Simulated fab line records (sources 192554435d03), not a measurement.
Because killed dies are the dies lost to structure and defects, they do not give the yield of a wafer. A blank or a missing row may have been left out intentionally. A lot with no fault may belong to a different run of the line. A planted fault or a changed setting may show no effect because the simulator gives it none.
Matching of chambers / flow n5Finfet / 3 sister chambers for N5_BEOL_M5_PRE_CLEAN_77 on cvdCo-02
The step time 15 s. 3 wafers are shown with their chamber, then 12 later ones without.

## EACH WAFER AND ITS CHAMBER
wafer=L087.1; chamber=1; heaterPowerW (W)=99
wafer=L087.2; chamber=0; heaterPowerW (W)=68
wafer=L087.3; chamber=2; heaterPowerW (W)=95

## WAFERS WITHOUT THEIR CHAMBER
wafer=L087.4; heaterPowerW (W)=66
wafer=L087.5; heaterPowerW (W)=98
wafer=L087.6; heaterPowerW (W)=99
wafer=L092.1; heaterPowerW (W)=67
wafer=L092.5; heaterPowerW (W)=95
wafer=L092.6; heaterPowerW (W)=66
wafer=L096.1; heaterPowerW (W)=67
wafer=L096.3; heaterPowerW (W)=66
wafer=L096.4; heaterPowerW (W)=97
wafer=L097.2; heaterPowerW (W)=68
wafer=L097.3; heaterPowerW (W)=97
wafer=L097.5; heaterPowerW (W)=65

## WHICH CHAMBER EACH ONE RAN IN
wafer=L087.4; from the rows above=0; in truth=0
wafer=L087.5; from the rows above=can't be placed: 1 or 2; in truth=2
wafer=L087.6; from the rows above=1; in truth=1
wafer=L092.1; from the rows above=0; in truth=0
wafer=L092.5; from the rows above=2; in truth=2
wafer=L092.6; from the rows above=0; in truth=0
wafer=L096.1; from the rows above=0; in truth=0
wafer=L096.3; from the rows above=0; in truth=0
wafer=L096.4; from the rows above=can't be placed: 1 or 2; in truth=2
wafer=L097.2; from the rows above=0; in truth=0
wafer=L097.3; from the rows above=can't be placed: 1 or 2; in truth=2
wafer=L097.5; from the rows above=0; in truth=0
9 of 12 placed correctly. Can't be placed from these rows: 3 (the true chamber is among the candidates in 3). Wrongly placed: 0.
How it was worked out, from the rows above alone: a wafer's distance from a chamber is the root of the sum, over the readings, of the square of ((its reading less the chamber's mean) divided by the reading's scatter). If the next closest chamber is less than 2 further off than the closest, the wafer can't be placed; otherwise it belongs to the closest. The mean given for a chamber averages the wafers shown for that chamber. The scatter (one wafer shown for each chamber): square how far every hidden wafer sits from the nearest shown wafer, average those squares and take the square root.
